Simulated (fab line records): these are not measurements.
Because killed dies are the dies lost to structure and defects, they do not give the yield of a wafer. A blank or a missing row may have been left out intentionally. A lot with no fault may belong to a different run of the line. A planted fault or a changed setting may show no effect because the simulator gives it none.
Which tool did it? / flow n5_finfet / 10 lots, 30 wafers sampled, at 4 steps of a route of 1938

WHAT EACH GAUGE READ, for each wafer
The record lacks any reading of a measuring or inspecting step that a usual standard deviation could be used to judge.

TOOL THAT RAN EACH LOT (tool first, then ch and the chambers of the sampled wafers, then the start)
lot=L979; N5_BEOL_M13_DEGAS_41=pvd_sputter-02, day 12 05:10; N5_BEOL_M13_SPUTTER_43=pvd_sputter-02, day 12 05:14; N5_BEOL_M13_CMP_49=cmp-03 ch 1,2,3, day 12 05:59; N5_BEOL_M14_STRIP_64=rie_diel-04 ch 1,2,3, day 12 07:00
lot=L978; N5_BEOL_M13_DEGAS_41=pvd_sputter-02, day 12 13:55; N5_BEOL_M13_SPUTTER_43=pvd_sputter-02, day 12 13:59; N5_BEOL_M13_CMP_49=cmp-01 ch 1,2, day 12 15:13; N5_BEOL_M14_STRIP_64=rie_diel-06 ch 1,3, day 12 16:00
lot=L982; N5_BEOL_M13_DEGAS_41=pvd_sputter-02, day 13 06:41; N5_BEOL_M13_SPUTTER_43=pvd_sputter-02, day 13 06:46; N5_BEOL_M13_CMP_49=cmp-01 ch 1,2,3, day 13 07:30; N5_BEOL_M14_STRIP_64=rie_diel-05 ch 0,1,2, day 13 09:00
lot=L984; N5_BEOL_M13_DEGAS_41=pvd_sputter-02, day 13 20:28; N5_BEOL_M13_SPUTTER_43=pvd_sputter-02, day 13 20:33; N5_BEOL_M13_CMP_49=cmp-03 ch 0,2,3, day 13 21:17; N5_BEOL_M14_STRIP_64=rie_diel-04 ch 1,2,3, day 13 22:00
lot=L985; N5_BEOL_M13_DEGAS_41=pvd_sputter-02, day 14 02:44; N5_BEOL_M13_SPUTTER_43=pvd_sputter-02, day 14 02:49; N5_BEOL_M13_CMP_49=cmp-03 ch 1,2, day 14 03:32; N5_BEOL_M14_STRIP_64=rie_diel-05 ch 0,1,3, day 14 04:00
lot=L983; N5_BEOL_M13_DEGAS_41=pvd_sputter-03, day 14 02:49; N5_BEOL_M13_SPUTTER_43=pvd_sputter-03, day 14 02:53; N5_BEOL_M13_CMP_49=cmp-04 ch 0,2,3, day 14 03:53; N5_BEOL_M14_STRIP_64=rie_diel-06 ch 1,3, day 14 05:00
lot=L987; N5_BEOL_M13_DEGAS_41=pvd_sputter-03, day 14 11:33; N5_BEOL_M13_SPUTTER_43=pvd_sputter-03, day 14 11:38; N5_BEOL_M13_CMP_49=cmp-04 ch 0,2, day 14 12:45; N5_BEOL_M14_STRIP_64=rie_diel-05 ch 1,3, day 14 14:00
lot=L989; N5_BEOL_M13_DEGAS_41=pvd_sputter-01, day 14 23:47; N5_BEOL_M13_SPUTTER_43=pvd_sputter-01, day 14 23:52; N5_BEOL_M13_CMP_49=cmp-04 ch 1,2, day 15 01:04; N5_BEOL_M14_STRIP_64=rie_diel-04 ch 0,1,3, day 15 03:00
lot=L988; N5_BEOL_M13_DEGAS_41=pvd_sputter-02, day 15 00:17; N5_BEOL_M13_SPUTTER_43=pvd_sputter-02, day 15 00:22; N5_BEOL_M13_CMP_49=cmp-04 ch 1,2,3, day 15 01:35; N5_BEOL_M14_STRIP_64=rie_diel-06 ch 0,2, day 15 02:00
lot=L991; N5_BEOL_M13_DEGAS_41=pvd_sputter-01, day 16 03:08; N5_BEOL_M13_SPUTTER_43=pvd_sputter-01, day 16 03:13; N5_BEOL_M13_CMP_49=cmp-03 ch 2,3, day 16 04:18; N5_BEOL_M14_STRIP_64=rie_diel-05 ch 0,1,3, day 16 05:00
- N5_BEOL_M13_DEGAS_41: time 60 s.
- N5_BEOL_M13_SPUTTER_43: material TaN, target thk 15 nm, time 24.19 s.
- N5_BEOL_M13_CMP_49: polishes, stops on SiOC, t overpolish 17.1 s, target thk 420 nm.
- N5_BEOL_M14_STRIP_64: strips in O2.

AS READ BY THE TOOLS THEMSELVES (means over the sampled wafers that have a number; for cases with no such wafer, the mark the record gives instead)
N5_BEOL_M13_DEGAS_41.
lot=L979; tool=pvd_sputter-02; heater_power_w (W)=343; susceptor_temp_C (C)=249.96
lot=L978; tool=pvd_sputter-02; heater_power_w (W)=354; susceptor_temp_C (C)=249.99
lot=L982; tool=pvd_sputter-02; heater_power_w (W)=348; susceptor_temp_C (C)=250.13
lot=L984; tool=pvd_sputter-02; heater_power_w (W)=346; susceptor_temp_C (C)=249.94
lot=L985; tool=pvd_sputter-02; heater_power_w (W)=356; susceptor_temp_C (C)=250.09
lot=L983; tool=pvd_sputter-03; heater_power_w (W)=321; susceptor_temp_C (C)=250.08
lot=L987; tool=pvd_sputter-03; heater_power_w (W)=306; susceptor_temp_C (C)=250.00
lot=L989; tool=pvd_sputter-01; heater_power_w (W)=314; susceptor_temp_C (C)=249.85
lot=L988; tool=pvd_sputter-02; heater_power_w (W)=354; susceptor_temp_C (C)=249.98
lot=L991; tool=pvd_sputter-01; heater_power_w (W)=322; susceptor_temp_C (C)=250.09

N5_BEOL_M13_SPUTTER_43.
lot=L979; tool=pvd_sputter-02; susceptor_temp_C (C)=49.90; throttle_valve_pct (%)=29.9
lot=L978; tool=pvd_sputter-02; susceptor_temp_C (C)=50.05; throttle_valve_pct (%)=31.0
lot=L982; tool=pvd_sputter-02; susceptor_temp_C (C)=50.13; throttle_valve_pct (%)=30.4
lot=L984; tool=pvd_sputter-02; susceptor_temp_C (C)=49.95; throttle_valve_pct (%)=30.4
lot=L985; tool=pvd_sputter-02; susceptor_temp_C (C)=50.02; throttle_valve_pct (%)=29.9
lot=L983; tool=pvd_sputter-03; susceptor_temp_C (C)=49.90; throttle_valve_pct (%)=30.9
lot=L987; tool=pvd_sputter-03; susceptor_temp_C (C)=49.95; throttle_valve_pct (%)=29.9
lot=L989; tool=pvd_sputter-01; susceptor_temp_C (C)=50.09; throttle_valve_pct (%)=29.6
lot=L988; tool=pvd_sputter-02; susceptor_temp_C (C)=49.94; throttle_valve_pct (%)=31.0
lot=L991; tool=pvd_sputter-01; susceptor_temp_C (C)=50.07; throttle_valve_pct (%)=29.8

N5_BEOL_M13_CMP_49.
lot=L979; tool=cmp-03; barrier_field_endpoint_s (s)=30.8; motor_current_A (A)=6.3; overpolish_run_s (s)=17.091; pad_life_wafers=338; platen_rpm (rpm)=50.006
lot=L978; tool=cmp-01; barrier_field_endpoint_s (s)=30.1; motor_current_A (A)=5.8; overpolish_run_s (s)=17.102; pad_life_wafers=1410; platen_rpm (rpm)=50.028
lot=L982; tool=cmp-01; barrier_field_endpoint_s (s)=30.0; motor_current_A (A)=6.0; overpolish_run_s (s)=17.105; pad_life_wafers=1562; platen_rpm (rpm)=49.998
lot=L984; tool=cmp-03; barrier_field_endpoint_s (s)=30.6; motor_current_A (A)=6.6; overpolish_run_s (s)=17.105; pad_life_wafers=595; platen_rpm (rpm)=49.995
lot=L985; tool=cmp-03; barrier_field_endpoint_s (s)=30.6; motor_current_A (A)=5.5; overpolish_run_s (s)=17.104; pad_life_wafers=654; platen_rpm (rpm)=50.005
lot=L983; tool=cmp-04; barrier_field_endpoint_s (s)=31.1; motor_current_A (A)=6.5; overpolish_run_s (s)=17.097; pad_life_wafers=1766; platen_rpm (rpm)=49.977
lot=L987; tool=cmp-04; barrier_field_endpoint_s (s)=31.0; motor_current_A (A)=6.3; overpolish_run_s (s)=17.103; pad_life_wafers=1826; platen_rpm (rpm)=50.021
lot=L989; tool=cmp-04; barrier_field_endpoint_s (s)=31.5; motor_current_A (A)=7.4; overpolish_run_s (s)=17.101; pad_life_wafers=1932; platen_rpm (rpm)=49.999
lot=L988; tool=cmp-04; barrier_field_endpoint_s (s)=31.6; motor_current_A (A)=6.8; overpolish_run_s (s)=17.099; pad_life_wafers=1939; platen_rpm (rpm)=50.024
lot=L991; tool=cmp-03; barrier_field_endpoint_s (s)=30.8; motor_current_A (A)=6.7; overpolish_run_s (s)=17.105; pad_life_wafers=978; platen_rpm (rpm)=50.005

N5_BEOL_M14_STRIP_64.
lot=L979; tool=rie_diel-04; chamber_pressure_mTorr (mTorr)=29.999; drypump_motor_current_A (A)=5.7; oes_product_au (a.u.)=0.77; rf_vpp_V (V)=3.7; showerhead_plenum_p_Torr (Torr)=2.03; throttle_valve_pct (%)=16.77
lot=L978; tool=rie_diel-06; chamber_pressure_mTorr (mTorr)=30.015; drypump_motor_current_A (A)=5.1; oes_product_au (a.u.)=0.83; rf_vpp_V (V)=3.1; showerhead_plenum_p_Torr (Torr)=2.18; throttle_valve_pct (%)=16.77
lot=L982; tool=rie_diel-05; chamber_pressure_mTorr (mTorr)=29.991; drypump_motor_current_A (A)=5.5; oes_product_au (a.u.)=0.79; rf_vpp_V (V)=3.5; showerhead_plenum_p_Torr (Torr)=2.13; throttle_valve_pct (%)=16.68
lot=L984; tool=rie_diel-04; chamber_pressure_mTorr (mTorr)=29.987; drypump_motor_current_A (A)=5.8; oes_product_au (a.u.)=0.74; rf_vpp_V (V)=3.9; showerhead_plenum_p_Torr (Torr)=2.03; throttle_valve_pct (%)=16.81
lot=L985; tool=rie_diel-05; chamber_pressure_mTorr (mTorr)=30.003; drypump_motor_current_A (A)=5.8; oes_product_au (a.u.)=0.81; rf_vpp_V (V)=3.6; showerhead_plenum_p_Torr (Torr)=2.14; throttle_valve_pct (%)=16.62
lot=L983; tool=rie_diel-06; chamber_pressure_mTorr (mTorr)=29.990; drypump_motor_current_A (A)=5.1; oes_product_au (a.u.)=0.82; rf_vpp_V (V)=3.4; showerhead_plenum_p_Torr (Torr)=2.17; throttle_valve_pct (%)=16.80
lot=L987; tool=rie_diel-05; chamber_pressure_mTorr (mTorr)=-; drypump_motor_current_A (A)=-; oes_product_au (a.u.)=-; rf_vpp_V (V)=-; showerhead_plenum_p_Torr (Torr)=-; throttle_valve_pct (%)=-
lot=L989; tool=rie_diel-04; chamber_pressure_mTorr (mTorr)=30.006; drypump_motor_current_A (A)=5.6; oes_product_au (a.u.)=0.79; rf_vpp_V (V)=3.7; showerhead_plenum_p_Torr (Torr)=2.06; throttle_valve_pct (%)=16.59
lot=L988; tool=rie_diel-06; chamber_pressure_mTorr (mTorr)=-; drypump_motor_current_A (A)=-; oes_product_au (a.u.)=-; rf_vpp_V (V)=-; showerhead_plenum_p_Torr (Torr)=-; throttle_valve_pct (%)=-
lot=L991; tool=rie_diel-05; chamber_pressure_mTorr (mTorr)=29.990; drypump_motor_current_A (A)=5.8; oes_product_au (a.u.)=0.81; rf_vpp_V (V)=3.7; showerhead_plenum_p_Torr (Torr)=2.13; throttle_valve_pct (%)=16.65

THE ANSWER, worked out from the rows above alone
Rule: the usual values come from the lots themselves. The widest of any qualifying gaps counts: lots, ordered by their means at a reading, are off when they make up no more than a third of the lots, leave a main group of 4 or more, and stand apart from it by 3 or more times the standard deviation of that group's means. If all means in a main group match to the digits the tables above print for the reading, that group is not used. Also off: a lot with no number at a reading for which 4 or more lots have one. Where the step has rows for the other lots, those lots are counted as sound. The gauges are gone through in route order, then the tools' own readings, and for those a lot's mean is taken as printed above. The first step at which some lot is off is used, and at that step the reading that is off furthest; a lot without a number counts as furthest.
Off at N5_BEOL_M14_STRIP_64 (chamber_pressure_mTorr): L987, L988. Without a number there: L987, L988. For the main group the mean is 29.998 mTorr and the standard deviation 0.0092.
If a tool, at that step or one of the process steps before it, ran each lot that is off and ran no sound lot following the first of them, it fits. None of those tried fits.

WHAT THE SIMULATOR HAD INSERTED
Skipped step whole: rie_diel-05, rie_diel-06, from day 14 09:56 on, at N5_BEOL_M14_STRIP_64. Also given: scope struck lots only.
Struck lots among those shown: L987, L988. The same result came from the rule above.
